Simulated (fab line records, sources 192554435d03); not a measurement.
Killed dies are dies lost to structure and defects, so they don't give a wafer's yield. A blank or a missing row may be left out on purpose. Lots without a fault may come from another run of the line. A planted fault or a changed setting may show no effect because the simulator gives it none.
fab line records | flow n5_finfet
record lots=9 wafers=25 last_day=17
route steps=1938 shown BEOL_M4@1111 BEOL_M14@1757 PASSIVATION@1936
lots that met no fault: from a run of the same line without faults
start_h: hours from the record's first day to the start of the lot's first wafer shown | wait_h: hours since the lot's step before | " the same as in the row above | L1.1+2: a row that stands for several wafers | - no value, or no start given | * or withheld: withheld | < > ~ a bound
route shown NAME@n: a module of which the file shows steps, and the number in the route of the first | usual: mean/standard deviation of fault-free wafers | same: alike in all rows | chamber/n: place in a boat | sites: the reading at each site | _std_site: their standard deviation | _edge_site: outer sites' mean less inner sites' | radius_mm: how far each site lies from the wafer's centre | mask NAME#n: copy n | behind: the tool/chamber that last shaped the wafer | hold: why the lot was held/for how many hours/how that ended | device: the transistor (n, p or np) that didn't switch | end of line: the same wafers' tests at the end of the route | a step without rows: its recipe alone | killed: dies lost to structure and defects at the first sort, not the wafer's yield | map: a wafer's dies, x killed, . not, _ none there
set.NAME: the setting as run; set.NAME@STEP: as run at that earlier step | model.NAME: the simulator's own value behind a step, which no gauge read
steps of the route over a sample of lots; a table a step, a row a wafer
services: from which hour (start_h, from the record's first day; less than 0 if before it) a tool's chamber was out of use, for how many hours, and why
## steps
# step N5_BEOL_M4_RC_MEAS_101
# usual DIBL_N=36.6/1.7 DIBL_P=36.7/2 IOFF_N=0.16/0.033 IOFF_P=0.22/0.04 ION_N=673/12 ION_P=463/7.9 SS_N=71.7/0.58 SS_P=73.3/0.64 VT_N=249/3.3 VT_P=-249/3.1
# columns lot.wafer tool chamber start_h wait_h DIBL_N[mV/V] DIBL_P[mV/V] IOFF_N[nA/um] IOFF_P[nA/um] ION_N[uA/um] ION_P[uA/um] SS_N[mV/dec] SS_P[mV/dec] VT_N[mV] VT_P[mV]
L260.2 prober-02 0 176.80 0.2 37.4 36.5 0.15 0.24 659 462 71.5 73.7 254 -248
L260.3 " 0 " " 36.6 35.8 0.14 0.22 675 468 71.6 72.6 251 -247
L260.5 " 0 " " 35.1 33.8 0.12 0.19 660 459 71.0 72.4 260 -251
L263.4 prober-02 0 195.83 0.5 35.9 36.8 0.18 0.22 673 455 71.8 72.9 247 -251
L263.5 " 0 " " 35.9 37.5 0.19 0.24 684 461 72.5 73.3 244 -250
L263.6 " 0 " " 36.2 36.7 0.20 0.24 679 458 72.3 73.2 246 -250
L265.1 prober-02 0 212.06 0.0 37.1 36.4 0.16 0.18 672 451 71.4 73.4 251 -255
L265.2 " 0 " " 38.8 38.9 0.21 0.21 690 458 71.8 74.2 243 -251
L265.6 " 0 " " 38.6 37.4 0.19 0.19 672 454 72.3 73.7 247 -252
L266.2 prober-01 0 213.94 0.2 35.5 37.7 0.17 0.23 672 464 71.2 73.7 247 -251
L266.6 " 0 " " 35.2 37.0 0.16 0.21 663 460 72.0 73.6 249 -250
L267.2 prober-02 0 219.23 0.2 35.9 36.2 0.15 0.24 672 473 72.1 73.4 252 -244
L267.6 " 0 " " 37.6 37.4 0.17 0.25 660 458 71.8 73.1 249 -246
L275.2 prober-02 0 282.33 0.2 34.3 35.1 0.12 0.18 663 460 70.5 72.7 253 -251
L275.4 " 0 " " 34.9 35.1 0.13 0.18 658 455 70.7 72.0 251 -254
L275.6 " 0 " " 35.1 35.3 0.13 0.19 661 461 71.6 73.0 254 -252
L276.1 prober-01 0 296.84 0.0 37.4 37.5 0.17 0.25 671 462 71.8 73.2 251 -248
L276.4 " 0 " " 34.4 34.5 0.12 0.20 677 468 71.2 72.4 253 -249
L276.6 " 0 " " 35.0 34.6 0.13 0.21 672 463 71.5 72.7 251 -251
L280.1 prober-01 0 308.11 0.0 35.2 34.2 0.14 0.21 664 461 71.9 72.5 250 -246
L280.2 " 0 " " 35.2 34.8 0.14 0.22 677 471 72.0 72.5 251 -248
L280.3 " 0 " " 35.2 34.8 0.14 0.22 667 464 71.6 72.4 250 -246
L278.3 prober-02 0 311.96 0.3 38.8 39.4 0.23 0.33 705 492 72.3 74.1 243 -241
L278.5 " 0 " " 39.8 39.9 0.24 0.33 710 487 71.7 73.6 243 -240
L278.6 " 0 " " 38.0 37.9 0.19 0.29 676 473 71.3 73.4 247 -245
# step N5_BEOL_M14_ETCH_38
# recipe chemistry=CF4/N2 target=SiCN target_depth_a=1065 taper_deg=2 time_s=120.6 ion_energy_ev=150 mask_material=SiO2 pressure_mtorr=40 source_w=430 bias_w=70 Ar_flow_sccm=100 cf4_flow_sccm=60 n2_flow_sccm=60
# usual bias_w=70.00/0.2 drypump_motor_current_A=6.0/0.43 oes_product_au=0.85/0.09 rf_vpp_V=382.4/1.9 showerhead_plenum_p_Torr=2.21/0.066 throttle_valve_pct=15.28/0.27
# columns lot.wafer tool chamber start_h wait_h bias_w drypump_motor_current_A oes_product_au rf_hours_counter_h rf_vpp_V showerhead_plenum_p_Torr throttle_valve_pct
L260.2 rie_diel-03 1 - - 70.02 6.6 0.84 84 381.1 2.15 15.19
L260.3 " 0 " " 70.07 5.3 0.70 217 381.4 2.18 15.58
L260.5 " 1 " " 70.30 6.6 0.84 - 380.6 2.15 15.18
L263.4 rie_diel-04 3 - - 70.13 6.1 0.75 - 379.0 2.12 15.29
L263.5 " 1 " " 70.06 6.1 0.95 - 383.7 2.25 14.89
L263.6 " 0 " " 69.81 6.6 0.67 - 384.1 2.26 15.35
L267.2 rie_diel-03 3 - - 70.18 5.5 0.84 85 381.8 2.16 15.51
L267.6 " 2 " " 70.04 5.9 0.96 - 382.9 2.25 15.53
L265.1 rie_diel-03 1 - - 70.05 6.6 0.83 101 381.1 2.14 15.22
L265.2 " 3 " " 70.12 5.5 0.83 86 380.2 2.16 15.54
L265.6 " 2 " " 69.81 6.0 0.95 - 384.6 2.25 15.52
L266.2 rie_diel-03 2 - - 69.80 6.0 0.94 13 383.7 2.25 15.53
L266.6 " 1 " " 69.78 6.5 0.82 - 381.3 2.14 15.20
L275.2 rie_diel-04 3 - - 70.07 6.1 0.72 185 379.7 2.11 15.34
L275.4 " 2 " " 70.06 6.4 0.90 29 380.3 2.15 15.37
L275.6 " 1 " " 70.00 6.1 0.89 - 383.0 2.24 14.94
L276.1 rie_diel-05 2 - - 70.09 5.9 0.87 61 385.4 2.33 15.34
L276.4 " 1 " " 69.88 5.0 0.92 11 381.0 2.17 14.94
L276.6 " 3 " " 70.38 6.1 0.88 - 384.2 2.24 14.88
L280.1 rie_diel-03 2 - - 69.79 5.9 0.88 46 382.9 2.24 15.59
L280.2 " 3 " " 70.45 5.5 0.79 118 379.9 2.15 15.58
L280.3 " 0 " " 69.93 5.3 0.98 1 379.2 2.17 15.20
L278.3 rie_diel-04 2 - - 70.11 6.4 0.89 38 380.9 2.15 15.37
L278.5 " 0 " " 69.99 6.6 0.90 - 383.6 2.25 14.91
L278.6 " 1 " " 70.26 6.1 0.87 - 382.8 2.24 14.96
# step N5_BEOL_M14_ANNEAL_48
# recipe temp_c=225 time_s=90 ambient=N2
# usual wafer_temp_C_max=225.97/0.27
# columns lot.wafer tool chamber start_h wait_h wafer_temp_C_max
L260.2 rtp_anneal-01 0 255.82 0.3 225.85
L260.3 " 0 " " 226.24
L260.5 " 0 " " 225.85
L263.4 rtp_anneal-01 0 286.77 0.2 226.01
L263.5 " 0 " " 225.89
L263.6 " 0 " " 225.79
L267.2 rtp_anneal-02 0 301.39 0.5 225.52
L267.6 " 0 " " 225.79
L265.1 rtp_anneal-02 0 305.01 0.1 226.20
L265.2 " 0 " " 226.58
L265.6 " 0 " " 226.12
L266.2 rtp_anneal-02 0 305.32 0.3 225.41
L266.6 " 0 " " 225.57
L275.2 rtp_anneal-02 0 357.89 0.2 226.17
L275.4 " 0 " " 226.11
L275.6 " 0 " " 226.00
L276.1 rtp_anneal-01 0 378.66 0.1 225.92
L276.4 " 0 " " 226.26
L276.6 " 0 " " 226.30
L280.1 rtp_anneal-02 0 383.95 0.3 225.96
L280.2 " 0 " " 226.03
L280.3 " 0 " " 226.54
L278.3 rtp_anneal-02 0 387.41 0.2 225.57
L278.5 " 0 " " 225.92
L278.6 " 0 " " 225.79
# step N5_BEOL_M14_CMP_49
# recipe stop_on=SiO2 t_overpolish_s=5.2 down_force_psi=2 platen_rpm=80 clearing_platen_down_force_psi=2 clearing_platen_rpm=80 post_cmp_clean=cu_alkaline target_thk_nm=560 clearing_platen_pad_velocity_m_s=1.5917 pad_velocity_m_s=1.5917
# usual barrier_field_endpoint_s=11.49/0.26 clearing_platen_down_force_psi=2.000/0.0044 motor_current_A=7.9/0.73 overpolish_run_s=5.201/0.0093 time_to_endpoint_s=125/4.3
# same t_overpolish_s=5.2
# columns lot.wafer tool chamber start_h wait_h barrier_field_endpoint_s clearing_platen_down_force_psi motor_current_A overpolish_run_s time_to_endpoint_s
L260.2 cmp-01 3 256.14 0.3 11.37 1.998 7.7 5.192 121
L260.3 " 0 " " 11.57 1.989 7.8 5.190 128
L260.5 " 3 " " 11.46 2.000 7.7 5.200 121
L263.4 cmp-01 0 287.36 0.5 11.95 2.001 7.7 5.204 133
L263.6 " 1 " " 12.27 1.998 7.4 5.210 138
L263.5 " 2 " " 11.90 2.002 8.1 5.201 131
L267.2 cmp-01 1 301.77 0.3 22.68 1.997 7.2 3.311 159
L267.6 " 3 " " 10.98 1.996 8.1 5.205 118
L265.1 cmp-01 1 305.34 0.3 11.71 2.002 6.4 5.207 129
L265.2 " 3 " " 22.17 1.999 7.8 3.825 161
L265.6 " 0 " " 11.49 2.003 8.0 5.200 131
L266.2 cmp-01 0 305.63 0.3 23.23 2.002 7.8 2.768 158
L266.6 " 3 " " 11.24 2.002 7.7 5.203 119
L275.4 cmp-04 3 358.22 0.2 11.43 2.005 9.7 5.194 125
L275.2 " 0 " " 11.21 2.005 7.3 5.203 120
L275.6 " 1 " " 11.59 2.002 8.5 5.202 126
L276.4 cmp-03 2 379.04 0.2 11.36 2.006 7.7 5.207 128
L276.1 " 3 " " 11.42 2.000 7.6 5.194 127
L276.6 " 0 " " 11.08 1.993 9.1 5.204 125
L280.1 cmp-03 3 384.26 0.3 11.34 2.003 7.8 5.209 121
L280.3 " 1 " " 11.50 2.004 8.2 5.194 124
L280.2 " 2 " " 11.47 2.000 7.6 5.194 125
L278.3 cmp-01 1 387.65 0.2 11.52 1.996 6.9 5.189 129
L278.5 " 0 " " 11.39 1.995 7.8 5.186 126
L278.6 " 1 " " 11.57 1.990 7.0 5.198 128
# step N5_BEOL_M14_THK_MEAS_50
# recipe thk_meas_gauge=xrf reads=Cu_of_BEOL_M14_ECD_47
# usual M14_THK=574/16
# columns lot.wafer tool chamber start_h wait_h M14_THK[nm]
L260.2 film_metro-02 - 256.44 - 545
L260.3 " - " " 544
L260.5 " - " " 546
L263.4 film_metro-01 - 287.55 - 558
L263.5 " - " " 580
L263.6 " - " " 543
L267.2 film_metro-01 - 301.95 - 1073
L267.6 " - " " 595
L265.1 film_metro-02 - 305.60 - 584
L265.2 " - " " 1095
L265.6 " - " " 559
L266.2 film_metro-01 - 305.89 - 1097
L266.6 " - " " 586
L275.2 film_metro-02 - 358.44 - 595
L275.4 " - " " 569
L275.6 " - " " 596
L276.1 film_metro-02 - 379.26 - 587
L276.4 " - " " 603
L276.6 " - " " 582
L280.1 film_metro-02 - 384.55 - 579
L280.2 " - " " 577
L280.3 " - " " 576
L278.3 film_metro-02 - 387.91 - 562
L278.5 " - " " 591
L278.6 " - " " 574
# step N5_BEOL_M14_INSPECT_55
# recipe inspect_instrument=darkfield mode=post_dep
# usual raw_defect_count=68/22
# columns lot.wafer tool chamber start_h wait_h raw_defect_count
L260.2 defect_inspect-02 - 256.59 0.0 55
L260.3 " - " " 101
L260.5 " - " " 81
L263.4 defect_inspect-02 - 287.70 0.0 75
L263.5 " - " " 79
L263.6 " - " " 83
L267.2 defect_inspect-02 - 302.10 0.0 6341
L267.6 " - " " 26
L265.1 defect_inspect-01 - 305.76 0.0 87
L265.2 " - " " 6430
L265.6 " - " " 68
L266.2 defect_inspect-01 - 306.04 0.0 6488
L266.6 " - " " 95
L275.2 defect_inspect-02 - 358.59 0.0 68
L275.4 " - " " 68
L275.6 " - " " 62
L276.1 defect_inspect-01 - 379.42 0.0 55
L276.4 " - " " 54
L276.6 " - " " 36
L280.1 defect_inspect-01 - 384.71 0.0 91
L280.2 " - " " 150
L280.3 " - " " 89
L278.3 defect_inspect-01 - 388.09 0.0 42
L278.5 " - " " 58
L278.6 " - " " 28
# step N5_PASSIVATION_PROBE_49
# usual defect_limited_yield=91.1/1.4 killed_at_M0_to_M3=34/11 killed_at_M4_up=14/5.7 killed_at_contacts=14/6.9 killed_at_front_end=40/11 killed_at_other=4/3.1 killed_dies=105/17 killed_on_rim=14/4.1 killed_open=70/13 killed_short=34/7.6 sort_bin_5_function=5.3/0.95 sort_bin_6_memory=3.3/0.64 sort_n_pass=1075/17 sort_yield_pct=91.1/1.4
# same gross_dies=1180 killed_at_back_side=0 sort_bin_4_leakage[%]=0 sort_bin_8_speed[%]=0
# columns lot.wafer tool chamber start_h wait_h defect_limited_yield[%] killed_at_M0_to_M3 killed_at_M4_up killed_at_contacts killed_at_front_end killed_at_other killed_dies killed_on_rim killed_open killed_short sort_bin_5_function[%] sort_bin_6_memory[%] sort_n_pass sort_yield_pct[%]
L260.2 prober-01 - 284.88 0.1 89.8 48 16 7 48 1 120 18 77 38 6.4 3.1 1060 89.8
L260.3 prober-01 - 284.93 0.1 90.3 57 20 3 31 4 115 15 73 39 5.7 3.6 1065 90.3
L260.5 prober-01 - 285.03 0.2 91.3 35 21 4 42 1 103 9 69 30 4.7 4.1 1077 91.3
L263.4 prober-01 - 309.19 0.2 90.4 34 11 12 52 4 113 17 73 40 5.0 4.4 1067 90.4
L263.5 prober-01 - 309.24 0.2 91.2 37 7 10 46 4 104 10 75 29 5.8 2.9 1076 91.2
L263.6 prober-01 - 309.29 0.3 90.7 30 9 6 63 2 110 19 70 39 5.1 3.9 1070 90.7
L267.2 prober-01 - 329.22 0.1 0 35 1116 9 18 2 1180 152 57 19 4.2 2.1 0 0
L267.6 prober-01 - 329.42 0.3 89.9 33 14 9 60 3 119 12 83 31 6.5 3.5 1061 89.9
L265.1 prober-02 - 330.35 0.0 90.8 26 15 12 47 8 108 12 72 36 5.8 3.1 1072 90.8
L265.2 prober-02 - 330.40 0.1 0 38 1073 17 47 5 1180 152 79 36 5.6 3.9 0 0
L265.6 prober-02 - 330.60 0.3 89.4 42 11 22 39 11 125 12 88 36 6.1 3.9 1055 89.4
L266.2 prober-02 - 331.62 0.1 0 44 1051 35 44 6 1180 152 118 27 7.5 4.5 0 0
L266.6 prober-02 - 331.82 0.3 90.6 37 13 11 42 8 111 16 85 26 6.2 3.2 1069 90.6
L275.2 prober-02 - 378.90 0.1 89.9 46 18 15 39 1 119 19 87 31 5.4 4.5 1061 89.9
L275.4 prober-02 - 379.00 0.2 91.4 32 28 14 28 0 102 15 74 28 5.2 3.2 1078 91.4
L275.6 prober-02 - 379.10 0.3 90.4 27 27 27 29 3 113 18 75 33 5.3 3.9 1067 90.4
L276.1 prober-01 - 403.27 0.0 93.3 24 10 13 28 4 79 9 49 30 4.7 1.7 1101 93.3
L276.4 prober-01 - 403.42 0.2 92.2 36 15 10 29 2 92 11 59 33 4.6 3.0 1088 92.2
L276.6 prober-01 - 403.52 0.3 89.9 55 13 16 33 2 119 14 84 35 5.5 4.2 1061 89.9
L280.1 prober-02 - 410.95 0.0 92.2 28 15 13 36 0 92 10 61 29 4.5 3.0 1088 92.2
L280.2 prober-02 - 411.00 0.1 89.9 38 24 21 35 1 119 24 78 38 5.7 3.8 1061 89.9
L280.3 prober-02 - 411.05 0.1 89.5 33 10 14 66 1 124 17 85 38 5.8 4.4 1056 89.5
L278.3 prober-01 - 411.07 0.1 92.0 29 7 15 38 5 94 11 58 34 5.2 2.7 1086 92.0
L278.5 prober-01 - 411.17 0.2 90.8 32 5 19 47 5 108 13 72 35 6.0 2.8 1072 90.8
L278.6 prober-01 - 411.22 0.3 88.9 34 9 36 45 7 131 20 100 31 6.6 4.1 1049 88.9
# killed by level:class
L260.2 FIN_SAQP:geometric_particle:open=15 BEOL_M0_SAQP:geometric_particle:short=12 FIN_SAQP:geometric_particle:short=9 DUMMY_GATE:geometric_particle:open=9 BEOL_M1:geometric_particle:open=7 BEOL_M0_SAQP:geometric_particle:open=7 BEOL_M0:geometric_particle:open=7 BEOL_M3:geometric_particle:open=6
L260.3 BEOL_M0_SAQP:geometric_particle:short=15 BEOL_M0_SAQP:geometric_particle:open=12 BEOL_M3:geometric_particle:open=9 FIN_SAQP:geometric_particle:open=8 BEOL_M4:geometric_particle:open=8 DUMMY_GATE:geometric_particle:open=8 BEOL_M1:geometric_particle:open=8 BEOL_M4:geometric_particle:short=6
L260.5 FIN_SAQP:geometric_particle:open=13 BEOL_M0_SAQP:geometric_particle:open=11 BEOL_M4:geometric_particle:open=10 STI_FIN_REVEAL:geometric_particle:open=9 FIN_SAQP:geometric_particle:short=6 BEOL_M1:geometric_particle:open=6 DUMMY_GATE:geometric_particle:open=5 BEOL_M0_SAQP:geometric_particle:short=5
L263.4 FIN_SAQP:geometric_particle:open=15 FIN_SAQP:geometric_particle:short=12 BEOL_M0_SAQP:geometric_particle:open=10 MOL_CONTACT_COAG:geometric_particle:open=9 BEOL_M0_SAQP:geometric_particle:short=8 DUMMY_GATE:geometric_particle:open=6 BEOL_M0:geometric_particle:open=6 DUMMY_GATE:geometric_particle:short=4
L263.5 FIN_SAQP:geometric_particle:open=11 FIN_SAQP:geometric_particle:short=9 MOL_CONTACT_COAG:geometric_particle:open=8 BEOL_M3:geometric_particle:open=7 BEOL_M0:geometric_particle:open=7 DUMMY_GATE:geometric_particle:open=6 BEOL_M0_SAQP:geometric_particle:short=6 BEOL_M2:geometric_particle:open=6
L263.6 STI_FIN_REVEAL:geometric_particle:open=15 FIN_SAQP:geometric_particle:open=12 FIN_SAQP:geometric_particle:short=11 BEOL_M2:geometric_particle:open=8 BEOL_M3:geometric_particle:open=6 DUMMY_GATE:geometric_particle:short=5 BEOL_M0_SAQP:geometric_particle:open=5 GATE_CUT:geometric_particle:short=4
L267.2 BEOL_M14:area_cmp=1104 BEOL_M2:geometric_particle:open=15 MOL_CONTACT_COAG:geometric_particle:open=8 FIN_SAQP:geometric_particle:short=6 BEOL_M3:geometric_particle:open=6 BEOL_M0_SAQP:geometric_particle:open=5 BEOL_M4:geometric_particle:open=5 BEOL_M0_SAQP:geometric_particle:short=4
L267.6 BEOL_M2:geometric_particle:open=16 FIN_SAQP:geometric_particle:open=13 STI_FIN_REVEAL:geometric_particle:open=13 MOL_CONTACT_COAG:geometric_particle:open=8 BEOL_M0_SAQP:geometric_particle:short=6 BEOL_M3:geometric_particle:open=6 STARTING-WAFER:geometric_particle:open=5 GATE_CUT:geometric_particle:open=5
L265.1 STI_FIN_REVEAL:geometric_particle:open=14 MOL_CONTACT_COAG:geometric_particle:open=10 BEOL_M0_SAQP:geometric_particle:open=9 BEOL_M4:geometric_particle:open=8 FIN_SAQP:geometric_particle:open=7 FIN_SAQP:geometric_particle:short=7 BEOL_M2:geometric_particle:open=5 ILD0:geometric_particle:short=4
L265.2 BEOL_M14:area_cmp=1065 MOL_CONTACT_COAG:geometric_particle:open=13 BEOL_M3:geometric_particle:open=12 STI_FIN_REVEAL:geometric_particle:open=11 BEOL_M2:geometric_particle:open=10 FIN_SAQP:geometric_particle:open=7 BEOL_M0_SAQP:geometric_particle:short=6 DUMMY_GATE:geometric_particle:open=5
L265.6 MOL_CONTACT_COAG:geometric_particle:open=17 BEOL_M0:geometric_particle:open=12 STI_FIN_REVEAL:geometric_particle:open=11 BEOL_M1:geometric_particle:open=7 BEOL_M2:geometric_particle:open=7 MIM_TOP_ETCH:geometric_particle:open=6 STI_FIN_REVEAL:geometric_particle:short=5 MOL_CONTACT_COAG:geometric_particle:short=5
L266.2 BEOL_M14:area_cmp=1034 MOL_CONTACT_COAG:geometric_particle:open=31 FIN_SAQP:geometric_particle:open=15 BEOL_M1:geometric_particle:open=14 BEOL_M4:geometric_particle:open=10 BEOL_M2:geometric_particle:open=9 BEOL_M3:geometric_particle:open=7 FIN_SAQP:geometric_particle:short=6
L266.6 BEOL_M2:geometric_particle:open=16 BEOL_M1:geometric_particle:open=11 STI_FIN_REVEAL:geometric_particle:open=9 MOL_CONTACT_COAG:geometric_particle:open=9 DUMMY_GATE:geometric_particle:open=6 FIN_SAQP:geometric_particle:open=5 STI_FIN_REVEAL:geometric_particle:short=5 BEOL_M4:geometric_particle:open=5
L275.2 BEOL_M3:geometric_particle:open=17 MOL_CONTACT_COAG:geometric_particle:open=14 FIN_SAQP:geometric_particle:open=9 BEOL_M0_SAQP:geometric_particle:short=9 BEOL_M4:geometric_particle:open=9 DUMMY_GATE:geometric_particle:open=8 BEOL_M2:geometric_particle:open=6 GATE_CUT:geometric_particle:short=4
L275.4 BEOL_M4:geometric_particle:open=14 BEOL_M3:geometric_particle:open=13 MOL_CONTACT_COAG:geometric_particle:open=10 STI_FIN_REVEAL:geometric_particle:open=9 BEOL_M0:geometric_particle:open=6 BEOL_M4:geometric_particle:short=6 MOL_CONTACT_COAG:geometric_particle:short=4 BEOL_M0_SAQP:geometric_particle:open=4
L275.6 MOL_CONTACT_COAG:geometric_particle:open=21 BEOL_M4:geometric_particle:open=10 BEOL_M0_SAQP:geometric_particle:short=9 BEOL_M0_SAQP:geometric_particle:open=9 STI_FIN_REVEAL:geometric_particle:open=8 FIN_SAQP:geometric_particle:open=6 MOL_CONTACT_COAG:geometric_particle:short=6 DUMMY_GATE:geometric_particle:open=4
L276.1 MOL_CONTACT_COAG:geometric_particle:open=10 FIN_SAQP:geometric_particle:open=7 BEOL_M0_SAQP:geometric_particle:open=7 STI_FIN_REVEAL:geometric_particle:open=6 BEOL_M0_SAQP:geometric_particle:short=5 FIN_SAQP:geometric_particle:short=4 BEOL_M3:geometric_particle:open=4 GATE_CUT:geometric_particle:short=3
L276.4 BEOL_M0_SAQP:geometric_particle:open=10 STI_FIN_REVEAL:geometric_particle:open=8 MOL_CONTACT_COAG:geometric_particle:open=8 BEOL_M2:geometric_particle:open=7 BEOL_M3:geometric_particle:open=7 FIN_SAQP:geometric_particle:short=5 GATE_CUT:geometric_particle:short=4 BEOL_M0_SAQP:geometric_particle:short=4
L276.6 STI_FIN_REVEAL:geometric_particle:open=13 MOL_CONTACT_COAG:geometric_particle:open=12 BEOL_M0_SAQP:geometric_particle:open=12 BEOL_M0_SAQP:geometric_particle:short=10 BEOL_M0:geometric_particle:open=9 BEOL_M3:geometric_particle:open=6 BEOL_M2:geometric_particle:open=5 FIN_SAQP:geometric_particle:open=4
L280.1 MOL_CONTACT_COAG:geometric_particle:open=11 FIN_SAQP:geometric_particle:open=9 BEOL_M1:geometric_particle:open=9 BEOL_M4:geometric_particle:open=6 FIN_SAQP:geometric_particle:short=5 GATE_CUT:geometric_particle:short=5 STI_FIN_REVEAL:geometric_particle:open=4 DUMMY_GATE:geometric_particle:open=4
L280.2 MOL_CONTACT_COAG:geometric_particle:open=14 BEOL_M0_SAQP:geometric_particle:open=11 BEOL_M4:geometric_particle:open=11 FIN_SAQP:geometric_particle:short=9 FIN_SAQP:geometric_particle:open=8 BEOL_M0_SAQP:geometric_particle:short=8 MOL_CONTACT_COAG:geometric_particle:short=7 BEOL_M3:geometric_particle:open=7
L280.3 STI_FIN_REVEAL:geometric_particle:open=27 MOL_CONTACT_COAG:geometric_particle:open=13 FIN_SAQP:geometric_particle:short=11 FIN_SAQP:geometric_particle:open=9 STI_FIN_REVEAL:geometric_particle:short=9 BEOL_M2:geometric_particle:open=7 BEOL_M3:geometric_particle:open=6 BEOL_M0_SAQP:geometric_particle:open=4
L278.3 MOL_CONTACT_COAG:geometric_particle:open=13 BEOL_M0_SAQP:geometric_particle:short=10 BEOL_M0_SAQP:geometric_particle:open=9 GATE_CUT:geometric_particle:short=8 STI_FIN_REVEAL:geometric_particle:open=8 STARTING-WAFER:geometric_particle:open=5 DUMMY_GATE:geometric_particle:open=4 BEOL_M2:geometric_particle:open=4
L278.5 MOL_CONTACT_COAG:geometric_particle:open=17 STI_FIN_REVEAL:geometric_particle:open=15 BEOL_M0_SAQP:geometric_particle:short=10 BEOL_M0_SAQP:geometric_particle:open=8 STI_FIN_REVEAL:geometric_particle:short=6 GATE_CUT:geometric_particle:short=6 FIN_SAQP:geometric_particle:open=5 BEOL_M3:geometric_particle:open=5
L278.6 MOL_CONTACT_COAG:geometric_particle:open=33 BEOL_M1:geometric_particle:open=14 STI_FIN_REVEAL:geometric_particle:open=12 FIN_SAQP:geometric_particle:open=10 BEOL_M0_SAQP:geometric_particle:open=8 BEOL_M0_SAQP:geometric_particle:short=6 FIN_SAQP:geometric_particle:short=4 GATE_CUT:geometric_particle:short=4
## services
# columns tool chamber start_h hours kind
cmp-04 - 231.14 4.0 pm
rie_diel-03 1 242.80 8.4 repair
rie_diel-03 2 252.65 - clean
rie_diel-03 2 252.65 - consumable_replace:focus_ring
rie_diel-03 2 252.65 16.5 scheduled_down
rie_diel-03 2 252.65 16.5 vent_cycle
rie_diel-04 3 254.77 12.9 repair
cmp-03 - 255.72 0.7 repair
cmp-03 - 284.42 4.0 pm
cmp-03 - 289.44 0.2 repair
cmp-04 - 291.07 1.2 repair
cmp-01 - 295.21 4.1 pm
rie_diel-03 3 308.90 6.4 repair
cmp-04 - 309.07 2.0 repair
rtp_anneal-02 - 313.88 7.3 pm
rie_diel-04 3 323.50 7.8 repair
cmp-03 - 324.48 4.0 pm
cmp-01 - 324.88 0.4 repair
rie_diel-04 0 329.44 10.8 repair
rie_diel-03 0 331.16 12.6 repair
cmp-03 - 358.34 1.8 repair
cmp-01 - 361.87 4.0 pm
cmp-01 - 365.87 - consumable_replace:conditioner
cmp-01 - 365.87 - consumable_replace:pad
## key
first_sign step=N5_BEOL_M14_CMP_49 reading=overpolish_run_s direction=down sigmas=99+ usual=5.201 struck=3.301
effect step=N5_BEOL_M14_CMP_49 reading=barrier_field_endpoint_s direction=up sigmas=43 usual=11.49 struck=22.70
effect step=N5_BEOL_M14_THK_MEAS_50 reading=M14_THK direction=up sigmas=31 usual=574 struck=1088
effect step=N5_BEOL_M14_INSPECT_55 reading=raw_defect_count direction=up sigmas=99+ usual=68 struck=6420
effect step=N5_PASSIVATION_PROBE_49 reading=killed_at_M4_up direction=up sigmas=99+ usual=14 struck=1080
more_kills_born_at N5_BEOL_M14_CMP_49@cmp-01=3203
met_at N5_BEOL_M14_CMP_49
struck_lots L265,L266,L267
struck_wafers L265.2,L266.2,L267.2
later_rows_left_out L265.2,L266.2,L267.2
not_acting_at N5_BEOL_M14_ETCH_38,N5_BEOL_M14_ANNEAL_48
onset_between 287.36 301.77
fault kind=process_parameter_drift tool=cmp-01 chamber=- onset_h=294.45 steps=N5_BEOL_M14_CMP_49 channel=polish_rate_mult offset=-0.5 shape=step end_h=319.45 scope=struck_wafers_only
# later_rows_left_out: the simulator's readings of these wafers behind a module that went badly wrong aren't trusted and aren't shown, but for the sort
